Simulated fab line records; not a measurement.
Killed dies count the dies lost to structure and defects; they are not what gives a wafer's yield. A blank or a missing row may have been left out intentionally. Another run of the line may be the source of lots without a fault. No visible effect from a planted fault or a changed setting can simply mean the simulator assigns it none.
What tool caused it? :: flow n5 finfet :: 24 lots, 72 wafers sampled, at 6 steps of a route of 1938

== WHAT THE GAUGES SHOWED, per wafer ==
N5_GATE_CUT_INSPECT_26: inspects for defects (darkfield).
lot: L074
measured: day 4 18:48
on: defect inspect-01
raw defect count: 39 54 56

lot: L075
measured: day 5 01:22
on: defect inspect-02
raw defect count: 46 21 30

lot: L076
measured: day 5 03:37
on: defect inspect-02
raw defect count: 57 23 30

lot: L077
measured: day 5 09:14
on: defect inspect-01
raw defect count: 41 10 45

lot: L078
measured: day 5 14:10
on: defect inspect-01
raw defect count: 50 39 35

lot: L079
measured: day 5 23:39
on: defect inspect-01
raw defect count: 51 125 53

lot: L080
measured: day 6 05:04
on: defect inspect-01
raw defect count: 32 53 39

lot: L081
measured: day 6 10:22
on: defect inspect-02
raw defect count: 21 39 28

lot: L082
measured: day 6 21:01
on: defect inspect-02
raw defect count: 28 30 65

lot: L083
measured: day 6 23:18
on: defect inspect-02
raw defect count: 32 27 19

lot: L084
measured: day 7 05:20
on: defect inspect-02
raw defect count: 45 40 25

lot: L086
measured: day 7 16:12
on: defect inspect-01
raw defect count: 76 55 65

lot: L085
measured: day 7 20:31
on: defect inspect-01
raw defect count: 60 45 42

lot: L087
measured: day 7 22:55
on: defect inspect-02
raw defect count: 23 32 47

lot: L088
measured: day 8 03:19
on: defect inspect-01
raw defect count: 18 39 35

lot: L089
measured: day 8 12:52
on: defect inspect-01
raw defect count: 30 34 29

lot: L090
measured: day 8 14:43
on: defect inspect-01
raw defect count: 58 54 35

lot: L091
measured: day 8 22:15
on: defect inspect-01
raw defect count: 42 39 61

lot: L092
measured: day 9 02:27
on: defect inspect-01
raw defect count: 50 47 31

lot: L093
measured: day 9 09:01
on: defect inspect-01
raw defect count: 25 22 27

lot: L094
measured: day 9 15:22
on: defect inspect-02
raw defect count: 42 60 30

lot: L095
measured: day 9 22:01
on: defect inspect-01
raw defect count: 29 23 34

lot: L096
measured: day 10 03:07
on: defect inspect-01
raw defect count: 19 34 25

lot: L097
measured: day 10 14:22
on: defect inspect-02
raw defect count: 44 22 55

== TOOL THAT RAN EACH LOT (tool first, then ch and the chambers of the sampled wafers, then the start) ==
lot: L074
N5_HKMG_FIN_CVD_62: thermal cvd si-02 ch 0,1, day 4 04:43
N5_HKMG_FIN_PWFM_ALD_03: ald metal-04 ch 1,2,3, day 4 05:31
N5_GATE_CUT_ETCHBACK_00: rie metal-02 ch 0,1, day 4 10:44
N5_GATE_CUT_CUT_ETCH_53: rie metal-03 ch 0,1, day 4 15:11
N5_GATE_CUT_VAPOR_ETCH_51: rie metal-03 ch 0,1, day 4 15:31

lot: L075
N5_HKMG_FIN_CVD_62: thermal cvd si-01 ch 1,2, day 4 10:30
N5_HKMG_FIN_PWFM_ALD_03: ald metal-01 ch 0,2,3, day 4 11:13
N5_GATE_CUT_ETCHBACK_00: rie metal-01 ch 0,1, day 4 17:10
N5_GATE_CUT_CUT_ETCH_53: rie metal-02 ch 0,1, day 4 22:02
N5_GATE_CUT_VAPOR_ETCH_51: rie metal-02 ch 0,1, day 4 22:17

lot: L076
N5_HKMG_FIN_CVD_62: thermal cvd si-02 ch 0,1,2, day 4 13:38
N5_HKMG_FIN_PWFM_ALD_03: ald metal-04 ch 0,2,3, day 4 14:22
N5_GATE_CUT_ETCHBACK_00: rie metal-01 ch 0,1, day 4 19:53
N5_GATE_CUT_CUT_ETCH_53: rie metal-01 ch 0,1, day 5 00:39
N5_GATE_CUT_VAPOR_ETCH_51: rie metal-01 ch 0,1, day 5 00:53

lot: L077
N5_HKMG_FIN_CVD_62: thermal cvd si-01 ch 0,1,2, day 4 18:29
N5_HKMG_FIN_PWFM_ALD_03: ald metal-03 ch 0,1,2, day 4 19:12
N5_GATE_CUT_ETCHBACK_00: rie metal-03 ch 0,1, day 5 00:25
N5_GATE_CUT_CUT_ETCH_53: rie metal-02 ch 0,1, day 5 06:16
N5_GATE_CUT_VAPOR_ETCH_51: rie metal-02 ch 0,1, day 5 06:31

lot: L078
N5_HKMG_FIN_CVD_62: thermal cvd si-02 ch 0,2, day 5 00:55
N5_HKMG_FIN_PWFM_ALD_03: ald metal-03 ch 0,1,3, day 5 01:38
N5_GATE_CUT_ETCHBACK_00: rie metal-03 ch 0,1, day 5 07:04
N5_GATE_CUT_CUT_ETCH_53: rie metal-01 ch 0,1, day 5 11:12
N5_GATE_CUT_VAPOR_ETCH_51: rie metal-01 ch 0,1, day 5 11:26

lot: L079
N5_HKMG_FIN_CVD_62: thermal cvd si-01 ch 0,2, day 5 09:26
N5_HKMG_FIN_PWFM_ALD_03: ald metal-01 ch 2,3, day 5 10:30
N5_GATE_CUT_ETCHBACK_00: rie metal-01 ch 0,1, day 5 15:56
N5_GATE_CUT_CUT_ETCH_53: rie metal-01 ch 0,1, day 5 20:40
N5_GATE_CUT_VAPOR_ETCH_51: rie metal-01 ch 0,1, day 5 20:54

lot: L080
N5_HKMG_FIN_CVD_62: thermal cvd si-02 ch 0,1,2, day 5 14:47
N5_HKMG_FIN_PWFM_ALD_03: ald metal-03 ch 1,2, day 5 15:39
N5_GATE_CUT_ETCHBACK_00: rie metal-01 ch 0,1, day 5 21:05
N5_GATE_CUT_CUT_ETCH_53: rie metal-01 ch 0,1, day 6 02:01
N5_GATE_CUT_VAPOR_ETCH_51: rie metal-01 ch 0,1, day 6 02:15

lot: L081
N5_HKMG_FIN_CVD_62: thermal cvd si-01 ch 0,1,2, day 5 20:47
N5_HKMG_FIN_PWFM_ALD_03: ald metal-03 ch 1,2,3, day 5 21:47
N5_GATE_CUT_ETCHBACK_00: rie metal-03 ch 0,1, day 6 03:07
N5_GATE_CUT_CUT_ETCH_53: rie metal-02 ch 0,1, day 6 07:24
N5_GATE_CUT_VAPOR_ETCH_51: rie metal-02 ch 0,1, day 6 07:38

lot: L082
N5_HKMG_FIN_CVD_62: thermal cvd si-02 ch 0,1,2, day 6 06:51
N5_HKMG_FIN_PWFM_ALD_03: ald metal-04 ch 0,1,2, day 6 07:34
N5_GATE_CUT_ETCHBACK_00: rie metal-01 ch 0,1, day 6 13:26
N5_GATE_CUT_CUT_ETCH_53: rie metal-01 ch 0,1, day 6 18:03
N5_GATE_CUT_VAPOR_ETCH_51: rie metal-01 ch 0,1, day 6 18:17

lot: L083
N5_HKMG_FIN_CVD_62: thermal cvd si-01 ch 1,2, day 6 09:44
N5_HKMG_FIN_PWFM_ALD_03: ald metal-03 ch 0,1,3, day 6 10:34
N5_GATE_CUT_ETCHBACK_00: rie metal-03 ch 0,1, day 6 15:58
N5_GATE_CUT_CUT_ETCH_53: rie metal-03 ch 0,1, day 6 20:19
N5_GATE_CUT_VAPOR_ETCH_51: rie metal-03 ch 0,1, day 6 20:34

lot: L084
N5_HKMG_FIN_CVD_62: thermal cvd si-02 ch 1,2, day 6 15:50
N5_HKMG_FIN_PWFM_ALD_03: ald metal-04 ch 1,2,3, day 6 16:33
N5_GATE_CUT_ETCHBACK_00: rie metal-01 ch 0,1, day 6 21:59
N5_GATE_CUT_CUT_ETCH_53: rie metal-03 ch 0,1, day 7 02:17
N5_GATE_CUT_VAPOR_ETCH_51: rie metal-03 ch 0,1, day 7 02:32

lot: L086
N5_HKMG_FIN_CVD_62: thermal cvd si-01 ch 0,1, day 7 02:32
N5_HKMG_FIN_PWFM_ALD_03: ald metal-04 ch 2,3, day 7 03:20
N5_GATE_CUT_ETCHBACK_00: rie metal-01 ch 0,1, day 7 09:04
N5_GATE_CUT_CUT_ETCH_53: rie metal-02 ch 0,1, day 7 13:15
N5_GATE_CUT_VAPOR_ETCH_51: rie metal-02 ch 0,1, day 7 13:29

lot: L085
N5_HKMG_FIN_CVD_62: thermal cvd si-02 ch 1,2, day 7 06:55
N5_HKMG_FIN_PWFM_ALD_03: ald metal-03 ch 2,3, day 7 07:39
N5_GATE_CUT_ETCHBACK_00: rie metal-03 ch 0,1, day 7 13:19
N5_GATE_CUT_CUT_ETCH_53: rie metal-02 ch 0,1, day 7 17:33
N5_GATE_CUT_VAPOR_ETCH_51: rie metal-02 ch 0,1, day 7 17:47

lot: L087
N5_HKMG_FIN_CVD_62: thermal cvd si-01 ch 0,1,2, day 7 09:28
N5_HKMG_FIN_PWFM_ALD_03: ald metal-03 ch 0,2,3, day 7 10:13
N5_GATE_CUT_ETCHBACK_00: rie metal-03 ch 0,1, day 7 15:44
N5_GATE_CUT_CUT_ETCH_53: rie metal-03 ch 1, day 7 19:56
N5_GATE_CUT_VAPOR_ETCH_51: rie metal-03 ch 1, day 7 20:11

lot: L088
N5_HKMG_FIN_CVD_62: thermal cvd si-02 ch 0,1,2, day 7 14:00
N5_HKMG_FIN_PWFM_ALD_03: ald metal-03 ch 1,3, day 7 14:43
N5_GATE_CUT_ETCHBACK_00: rie metal-02 ch 0,1, day 7 20:10
N5_GATE_CUT_CUT_ETCH_53: rie metal-02 ch 0,1, day 8 00:20
N5_GATE_CUT_VAPOR_ETCH_51: rie metal-02 ch 0,1, day 8 00:35

lot: L089
N5_HKMG_FIN_CVD_62: thermal cvd si-01 ch 1,2, day 7 21:44
N5_HKMG_FIN_PWFM_ALD_03: ald metal-01 ch 0,1,3, day 7 22:27
N5_GATE_CUT_ETCHBACK_00: rie metal-01 ch 0,1, day 8 03:40
N5_GATE_CUT_CUT_ETCH_53: rie metal-03 ch 0, day 8 08:30
N5_GATE_CUT_VAPOR_ETCH_51: rie metal-03 ch 0, day 8 08:59

lot: L090
N5_HKMG_FIN_CVD_62: thermal cvd si-02 ch 0,2, day 8 00:36
N5_HKMG_FIN_PWFM_ALD_03: ald metal-04 ch 0,2,3, day 8 01:29
N5_GATE_CUT_ETCHBACK_00: rie metal-02 ch 0,1, day 8 07:14
N5_GATE_CUT_CUT_ETCH_53: rie metal-03 ch 0,1, day 8 11:26
N5_GATE_CUT_VAPOR_ETCH_51: rie metal-03 ch 0,1, day 8 11:41

lot: L091
N5_HKMG_FIN_CVD_62: thermal cvd si-01 ch 1,2, day 8 06:56
N5_HKMG_FIN_PWFM_ALD_03: ald metal-04 ch 0,1, day 8 07:39
N5_GATE_CUT_ETCHBACK_00: rie metal-02 ch 0,1, day 8 13:53
N5_GATE_CUT_CUT_ETCH_53: rie metal-02 ch 0,1, day 8 19:16
N5_GATE_CUT_VAPOR_ETCH_51: rie metal-02 ch 0,1, day 8 19:31

lot: L092
N5_HKMG_FIN_CVD_62: thermal cvd si-02 ch 1,2, day 8 12:32
N5_HKMG_FIN_PWFM_ALD_03: ald metal-01 ch 0,3, day 8 13:16
N5_GATE_CUT_ETCHBACK_00: rie metal-01 ch 0, day 8 19:17
N5_GATE_CUT_CUT_ETCH_53: rie metal-01 ch 0,1, day 8 23:28
N5_GATE_CUT_VAPOR_ETCH_51: rie metal-01 ch 0,1, day 8 23:43

lot: L093
N5_HKMG_FIN_CVD_62: thermal cvd si-01 ch 0,2, day 8 19:30
N5_HKMG_FIN_PWFM_ALD_03: ald metal-03 ch 0,1,3, day 8 20:14
N5_GATE_CUT_ETCHBACK_00: rie metal-02 ch 0,1, day 9 01:37
N5_GATE_CUT_CUT_ETCH_53: rie metal-03 ch 0,1, day 9 06:03
N5_GATE_CUT_VAPOR_ETCH_51: rie metal-03 ch 0,1, day 9 06:17

lot: L094
N5_HKMG_FIN_CVD_62: thermal cvd si-02 ch 0,2, day 9 02:13
N5_HKMG_FIN_PWFM_ALD_03: ald metal-04 ch 1,3, day 9 02:55
N5_GATE_CUT_ETCHBACK_00: rie metal-02 ch 0,1, day 9 08:21
N5_GATE_CUT_CUT_ETCH_53: rie metal-02 ch 0,1, day 9 12:24
N5_GATE_CUT_VAPOR_ETCH_51: rie metal-02 ch 0,1, day 9 12:38

lot: L095
N5_HKMG_FIN_CVD_62: thermal cvd si-01 ch 0,1,2, day 9 08:16
N5_HKMG_FIN_PWFM_ALD_03: ald metal-01 ch 0,2,3, day 9 09:01
N5_GATE_CUT_ETCHBACK_00: rie metal-02 ch 0,1, day 9 14:36
N5_GATE_CUT_CUT_ETCH_53: rie metal-01 ch 0,1, day 9 19:04
N5_GATE_CUT_VAPOR_ETCH_51: rie metal-01 ch 0,1, day 9 19:17

lot: L096
N5_HKMG_FIN_CVD_62: thermal cvd si-02 ch 0,2, day 9 13:32
N5_HKMG_FIN_PWFM_ALD_03: ald metal-04 ch 1,2, day 9 14:29
N5_GATE_CUT_ETCHBACK_00: rie metal-01 ch 0, day 9 19:54
N5_GATE_CUT_CUT_ETCH_53: rie metal-03 ch 0,1, day 10 00:09
N5_GATE_CUT_VAPOR_ETCH_51: rie metal-03 ch 0,1, day 10 00:23

lot: L097
N5_HKMG_FIN_CVD_62: thermal cvd si-01 ch 0,1,2, day 9 23:40
N5_HKMG_FIN_PWFM_ALD_03: ald metal-03 ch 1,2,3, day 10 00:29
N5_GATE_CUT_ETCHBACK_00: rie metal-03 ch 1, day 10 05:58
N5_GATE_CUT_CUT_ETCH_53: rie metal-02 ch 0,1, day 10 10:37
N5_GATE_CUT_VAPOR_ETCH_51: rie metal-02 ch 0,1, day 10 10:52
- N5_HKMG_FIN_CVD_62: deposits a-Si from Si2H6, target thk 3 nm, time 20.8 s.
- N5_HKMG_FIN_PWFM_ALD_03: deposits TiN, target thk 2 nm, pulse time 1 s, purge time 3 s.
- N5_GATE_CUT_ETCHBACK_00: etches W in SF6/Cl2.
- N5_GATE_CUT_CUT_ETCH_53: etches W in SF6/Cl2, target depth 79.2 nm.
- N5_GATE_CUT_VAPOR_ETCH_51: etches HfO2 in BCl3/Cl2.

== AS READ BY THE TOOLS THEMSELVES (means over the sampled wafers that have a number; for cases with no such wafer, the mark the record gives instead) ==
N5_HKMG_FIN_CVD_62.
lot: L074
tool: thermal cvd si-02
heater power w (W): 1406

lot: L075
tool: thermal cvd si-01
heater power w (W): 1271

lot: L076
tool: thermal cvd si-02
heater power w (W): 1453

lot: L077
tool: thermal cvd si-01
heater power w (W): 1356

lot: L078
tool: thermal cvd si-02
heater power w (W): 1458

lot: L079
tool: thermal cvd si-01
heater power w (W): 1401

lot: L080
tool: thermal cvd si-02
heater power w (W): 1451

lot: L081
tool: thermal cvd si-01
heater power w (W): 1350

lot: L082
tool: thermal cvd si-02
heater power w (W): 1465

lot: L083
tool: thermal cvd si-01
heater power w (W): 1275

lot: L084
tool: thermal cvd si-02
heater power w (W): 1441

lot: L086
tool: thermal cvd si-01
heater power w (W): 1391

lot: L085
tool: thermal cvd si-02
heater power w (W): 1446

lot: L087
tool: thermal cvd si-01
heater power w (W): 1374

lot: L088
tool: thermal cvd si-02
heater power w (W): 1457

lot: L089
tool: thermal cvd si-01
heater power w (W): 1296

lot: L090
tool: thermal cvd si-02
heater power w (W): 1468

lot: L091
tool: thermal cvd si-01
heater power w (W): 1285

lot: L092
tool: thermal cvd si-02
heater power w (W): 1464

lot: L093
tool: thermal cvd si-01
heater power w (W): 1319

lot: L094
tool: thermal cvd si-02
heater power w (W): 1458

lot: L095
tool: thermal cvd si-01
heater power w (W): 1347

lot: L096
tool: thermal cvd si-02
heater power w (W): 1442

lot: L097
tool: thermal cvd si-01
heater power w (W): 1352

N5_HKMG_FIN_PWFM_ALD_03.
lot: L074
tool: ald metal-04
heater power w (W): 862
precursor pulse height rel: 1.007

lot: L075
tool: ald metal-01
heater power w (W): 779
precursor pulse height rel: 0.999

lot: L076
tool: ald metal-04
heater power w (W): 902
precursor pulse height rel: 1.006

lot: L077
tool: ald metal-03
heater power w (W): 909
precursor pulse height rel: 1.001

lot: L078
tool: ald metal-03
heater power w (W): 874
precursor pulse height rel: 1.004

lot: L079
tool: ald metal-01
heater power w (W): 889
precursor pulse height rel: 0.987

lot: L080
tool: ald metal-03
heater power w (W): 805
precursor pulse height rel: 0.995

lot: L081
tool: ald metal-03
heater power w (W): 842
precursor pulse height rel: 1.002

lot: L082
tool: ald metal-04
heater power w (W): 855
precursor pulse height rel: 1.000

lot: L083
tool: ald metal-03
heater power w (W): 875
precursor pulse height rel: 1.008

lot: L084
tool: ald metal-04
heater power w (W): 854
precursor pulse height rel: 0.990

lot: L086
tool: ald metal-04
heater power w (W): 874
precursor pulse height rel: 1.018

lot: L085
tool: ald metal-03
heater power w (W): 874
precursor pulse height rel: 1.000

lot: L087
tool: ald metal-03
heater power w (W): 933
precursor pulse height rel: 1.008

lot: L088
tool: ald metal-03
heater power w (W): 810
precursor pulse height rel: 1.004

lot: L089
tool: ald metal-01
heater power w (W): 865
precursor pulse height rel: 0.995

lot: L090
tool: ald metal-04
heater power w (W): 898
precursor pulse height rel: 0.997

lot: L091
tool: ald metal-04
heater power w (W): 840
precursor pulse height rel: 1.000

lot: L092
tool: ald metal-01
heater power w (W): 922
precursor pulse height rel: 1.001

lot: L093
tool: ald metal-03
heater power w (W): 867
precursor pulse height rel: 1.008

lot: L094
tool: ald metal-04
heater power w (W): 902
precursor pulse height rel: 1.008

lot: L095
tool: ald metal-01
heater power w (W): 786
precursor pulse height rel: 0.993

lot: L096
tool: ald metal-04
heater power w (W): 831
precursor pulse height rel: 1.002

lot: L097
tool: ald metal-03
heater power w (W): 829
precursor pulse height rel: 1.008

N5_GATE_CUT_ETCHBACK_00.
lot: L074
tool: rie metal-02
chamber pressure mTorr (mTorr): 8.002
drypump motor current A (A): 5.9
oes product au (a.u.): 0.81
throttle valve pct (%): 27.62

lot: L075
tool: rie metal-01
chamber pressure mTorr (mTorr): 7.997
drypump motor current A (A): 6.3
oes product au (a.u.): 0.82
throttle valve pct (%): 27.32

lot: L076
tool: rie metal-01
chamber pressure mTorr (mTorr): 7.995
drypump motor current A (A): 6.3
oes product au (a.u.): 0.75
throttle valve pct (%): 27.47

lot: L077
tool: rie metal-03
chamber pressure mTorr (mTorr): 7.997
drypump motor current A (A): 6.0
oes product au (a.u.): 0.72
throttle valve pct (%): 27.57

lot: L078
tool: rie metal-03
chamber pressure mTorr (mTorr): 7.993
drypump motor current A (A): 6.0
oes product au (a.u.): 0.73
throttle valve pct (%): 27.56

lot: L079
tool: rie metal-01
chamber pressure mTorr (mTorr): 7.997
drypump motor current A (A): 6.3
oes product au (a.u.): 0.80
throttle valve pct (%): 27.32

lot: L080
tool: rie metal-01
chamber pressure mTorr (mTorr): 7.994
drypump motor current A (A): 6.3
oes product au (a.u.): 0.74
throttle valve pct (%): 27.48

lot: L081
tool: rie metal-03
chamber pressure mTorr (mTorr): 7.995
drypump motor current A (A): 6.0
oes product au (a.u.): 0.72
throttle valve pct (%): 27.57

lot: L082
tool: rie metal-01
chamber pressure mTorr (mTorr): 8.007
drypump motor current A (A): 6.3
oes product au (a.u.): 0.80
throttle valve pct (%): 27.33

lot: L083
tool: rie metal-03
chamber pressure mTorr (mTorr): 8.002
drypump motor current A (A): 5.7
oes product au (a.u.): 0.68
throttle valve pct (%): 27.34

lot: L084
tool: rie metal-01
chamber pressure mTorr (mTorr): 7.996
drypump motor current A (A): 6.3
oes product au (a.u.): 0.73
throttle valve pct (%): 27.48

lot: L086
tool: rie metal-01
chamber pressure mTorr (mTorr): 7.999
drypump motor current A (A): 6.2
oes product au (a.u.): 0.73
throttle valve pct (%): 27.48

lot: L085
tool: rie metal-03
chamber pressure mTorr (mTorr): 8.007
drypump motor current A (A): 5.7
oes product au (a.u.): 0.68
throttle valve pct (%): 27.34

lot: L087
tool: rie metal-03
chamber pressure mTorr (mTorr): 8.000
drypump motor current A (A): 6.0
oes product au (a.u.): 0.72
throttle valve pct (%): 27.57

lot: L088
tool: rie metal-02
chamber pressure mTorr (mTorr): 8.004
drypump motor current A (A): 5.9
oes product au (a.u.): 0.78
throttle valve pct (%): 27.63

lot: L089
tool: rie metal-01
chamber pressure mTorr (mTorr): 8.004
drypump motor current A (A): 6.3
oes product au (a.u.): 0.79
throttle valve pct (%): 27.32

lot: L090
tool: rie metal-02
chamber pressure mTorr (mTorr): 8.004
drypump motor current A (A): 5.9
oes product au (a.u.): 0.71
throttle valve pct (%): 27.73

lot: L091
tool: rie metal-02
chamber pressure mTorr (mTorr): 8.000
drypump motor current A (A): 5.9
oes product au (a.u.): 0.78
throttle valve pct (%): 27.62

lot: L092
tool: rie metal-01
chamber pressure mTorr (mTorr): 8.004
drypump motor current A (A): 6.3
oes product au (a.u.): 0.66
throttle valve pct (%): 27.64

lot: L093
tool: rie metal-02
chamber pressure mTorr (mTorr): 8.007
drypump motor current A (A): 5.9
oes product au (a.u.): 0.78
throttle valve pct (%): 27.64

lot: L094
tool: rie metal-02
chamber pressure mTorr (mTorr): 7.989
drypump motor current A (A): 5.9
oes product au (a.u.): 0.77
throttle valve pct (%): 27.64

lot: L095
tool: rie metal-02
chamber pressure mTorr (mTorr): 8.002
drypump motor current A (A): 5.9
oes product au (a.u.): 0.70
throttle valve pct (%): 27.74

lot: L096
tool: rie metal-01
chamber pressure mTorr (mTorr): 7.995
drypump motor current A (A): 6.3
oes product au (a.u.): 0.66
throttle valve pct (%): 27.65

lot: L097
tool: rie metal-03
chamber pressure mTorr (mTorr): 7.998
drypump motor current A (A): 6.4
oes product au (a.u.): 0.73
throttle valve pct (%): 27.82

N5_GATE_CUT_CUT_ETCH_53.
lot: L074
tool: rie metal-03
chamber pressure mTorr (mTorr): 7.996
drypump motor current A (A): 5.7
etch rf on time s (s): 26.2
oes product au (a.u.): 0.62
throttle valve pct (%): 28.71

lot: L075
tool: rie metal-02
chamber pressure mTorr (mTorr): 7.998
drypump motor current A (A): 5.9
etch rf on time s (s): 26.3
oes product au (a.u.): 0.66
throttle valve pct (%): 29.13

lot: L076
tool: rie metal-01
chamber pressure mTorr (mTorr): 8.007
drypump motor current A (A): 6.3
etch rf on time s (s): 27.2
oes product au (a.u.): 0.72
throttle valve pct (%): 28.73

lot: L077
tool: rie metal-02
chamber pressure mTorr (mTorr): 7.998
drypump motor current A (A): 5.9
etch rf on time s (s): 26.2
oes product au (a.u.): 0.65
throttle valve pct (%): 29.13

lot: L078
tool: rie metal-01
chamber pressure mTorr (mTorr): 8.003
drypump motor current A (A): 6.3
etch rf on time s (s): 27.3
oes product au (a.u.): 0.66
throttle valve pct (%): 28.88

lot: L079
tool: rie metal-01
chamber pressure mTorr (mTorr): 7.998
drypump motor current A (A): 6.3
etch rf on time s (s): 27.4
oes product au (a.u.): 0.66
throttle valve pct (%): 28.89

lot: L080
tool: rie metal-01
chamber pressure mTorr (mTorr): 7.997
drypump motor current A (A): 6.3
etch rf on time s (s): 27.4
oes product au (a.u.): 0.71
throttle valve pct (%): 28.73

lot: L081
tool: rie metal-02
chamber pressure mTorr (mTorr): 7.996
drypump motor current A (A): 5.9
etch rf on time s (s): 25.8
oes product au (a.u.): 0.73
throttle valve pct (%): 29.02

lot: L082
tool: rie metal-01
chamber pressure mTorr (mTorr): 8.011
drypump motor current A (A): 6.3
etch rf on time s (s): 26.9
oes product au (a.u.): 0.67
throttle valve pct (%): 28.89

lot: L083
tool: rie metal-03
chamber pressure mTorr (mTorr): 7.999
drypump motor current A (A): 6.0
etch rf on time s (s): 26.6
oes product au (a.u.): 0.64
throttle valve pct (%): 28.96

lot: L084
tool: rie metal-03
chamber pressure mTorr (mTorr): 8.003
drypump motor current A (A): 5.7
etch rf on time s (s): 26.4
oes product au (a.u.): 0.61
throttle valve pct (%): 28.72

lot: L086
tool: rie metal-02
chamber pressure mTorr (mTorr): 7.999
drypump motor current A (A): 5.9
etch rf on time s (s): 26.2
oes product au (a.u.): 0.65
throttle valve pct (%): 29.13

lot: L085
tool: rie metal-02
chamber pressure mTorr (mTorr): 7.995
drypump motor current A (A): 6.0
etch rf on time s (s): 26.2
oes product au (a.u.): 0.65
throttle valve pct (%): 29.13

lot: L087
tool: rie metal-03
chamber pressure mTorr (mTorr): 8.004
drypump motor current A (A): 6.4
etch rf on time s (s): 26.5
oes product au (a.u.): 0.66
throttle valve pct (%): 29.23

lot: L088
tool: rie metal-02
chamber pressure mTorr (mTorr): 7.996
drypump motor current A (A): 6.0
etch rf on time s (s): 26.3
oes product au (a.u.): 0.65
throttle valve pct (%): 29.13

lot: L089
tool: rie metal-03
chamber pressure mTorr (mTorr): 8.000
drypump motor current A (A): 5.3
etch rf on time s (s): 25.8
oes product au (a.u.): 0.58
throttle valve pct (%): 28.48

lot: L090
tool: rie metal-03
chamber pressure mTorr (mTorr): 7.995
drypump motor current A (A): 5.7
etch rf on time s (s): 26.4
oes product au (a.u.): 0.60
throttle valve pct (%): 28.73

lot: L091
tool: rie metal-02
chamber pressure mTorr (mTorr): 7.999
drypump motor current A (A): 5.9
etch rf on time s (s): 26.2
oes product au (a.u.): 0.64
throttle valve pct (%): 29.14

lot: L092
tool: rie metal-01
chamber pressure mTorr (mTorr): 7.997
drypump motor current A (A): 6.3
etch rf on time s (s): 27.6
oes product au (a.u.): 0.69
throttle valve pct (%): 28.74

lot: L093
tool: rie metal-03
chamber pressure mTorr (mTorr): 7.997
drypump motor current A (A): 6.0
etch rf on time s (s): 26.7
oes product au (a.u.): 0.62
throttle valve pct (%): 28.98

lot: L094
tool: rie metal-02
chamber pressure mTorr (mTorr): 8.007
drypump motor current A (A): 6.0
etch rf on time s (s): 26.2
oes product au (a.u.): 0.64
throttle valve pct (%): 29.15

lot: L095
tool: rie metal-01
chamber pressure mTorr (mTorr): 7.997
drypump motor current A (A): 6.2
etch rf on time s (s): 27.0
oes product au (a.u.): 0.64
throttle valve pct (%): 28.89

lot: L096
tool: rie metal-03
chamber pressure mTorr (mTorr): 7.999
drypump motor current A (A): 6.0
etch rf on time s (s): 26.5
oes product au (a.u.): 0.63
throttle valve pct (%): 28.97

lot: L097
tool: rie metal-02
chamber pressure mTorr (mTorr): 7.997
drypump motor current A (A): 5.9
etch rf on time s (s): 26.2
oes product au (a.u.): 0.64
throttle valve pct (%): 29.15

N5_GATE_CUT_VAPOR_ETCH_51.
lot: L074
tool: rie metal-03
drypump motor current A (A): 5.7
oes product au (a.u.): 0.69

lot: L075
tool: rie metal-02
drypump motor current A (A): 5.9
oes product au (a.u.): 0.72

lot: L076
tool: rie metal-01
drypump motor current A (A): 6.3
oes product au (a.u.): 0.81

lot: L077
tool: rie metal-02
drypump motor current A (A): 5.9
oes product au (a.u.): 0.73

lot: L078
tool: rie metal-01
drypump motor current A (A): 6.3
oes product au (a.u.): 0.75

lot: L079
tool: rie metal-01
drypump motor current A (A): 6.3
oes product au (a.u.): 0.74

lot: L080
tool: rie metal-01
drypump motor current A (A): 6.3
oes product au (a.u.): 0.81

lot: L081
tool: rie metal-02
drypump motor current A (A): 5.9
oes product au (a.u.): 0.80

lot: L082
tool: rie metal-01
drypump motor current A (A): 6.3
oes product au (a.u.): 0.74

lot: L083
tool: rie metal-03
drypump motor current A (A): 6.0
oes product au (a.u.): 0.71

lot: L084
tool: rie metal-03
drypump motor current A (A): 5.7
oes product au (a.u.): 0.67

lot: L086
tool: rie metal-02
drypump motor current A (A): 5.9
oes product au (a.u.): 0.72

lot: L085
tool: rie metal-02
drypump motor current A (A): 5.9
oes product au (a.u.): 0.72

lot: L087
tool: rie metal-03
drypump motor current A (A): 6.4
oes product au (a.u.): 0.74

lot: L088
tool: rie metal-02
drypump motor current A (A): 5.9
oes product au (a.u.): 0.71

lot: L089
tool: rie metal-03
drypump motor current A (A): 5.3
oes product au (a.u.): 0.64

lot: L090
tool: rie metal-03
drypump motor current A (A): 5.7
oes product au (a.u.): 0.68

lot: L091
tool: rie metal-02
drypump motor current A (A): 5.9
oes product au (a.u.): 0.71

lot: L092
tool: rie metal-01
drypump motor current A (A): 6.3
oes product au (a.u.): 0.79

lot: L093
tool: rie metal-03
drypump motor current A (A): 6.0
oes product au (a.u.): 0.70

lot: L094
tool: rie metal-02
drypump motor current A (A): 5.9
oes product au (a.u.): 0.70

lot: L095
tool: rie metal-01
drypump motor current A (A): 6.3
oes product au (a.u.): 0.73

lot: L096
tool: rie metal-03
drypump motor current A (A): 6.0
oes product au (a.u.): 0.70

lot: L097
tool: rie metal-02
drypump motor current A (A): 5.9
oes product au (a.u.): 0.70

== THE ANSWER, worked out from the rows above alone ==
Rule: the lots themselves supply what counts as usual. Put in order of their means at a reading, lots are off if they are a third of the lots or fewer, leave a main group of 4 or more, and stand apart from it by a gap of 3 or more times the standard deviation of the main group's means; of several such gaps the widest counts. The tables above print the reading to a certain number of digits; a main group whose means all agree to those digits is not used. A lot without any number at a reading at which 4 lots or more have one is off too. Any other lot the step has rows for is counted as sound. The gauges are gone through in route order, then the tools' own readings, and for those a lot's mean is taken as printed above. The first step at which some lot is off is used, and at that step the reading that is off furthest; a lot without a number counts as furthest.
Nothing can be told from this: no lot is off at any reading shown.

== WHAT WAS PUT IN BY THE SIMULATOR ==
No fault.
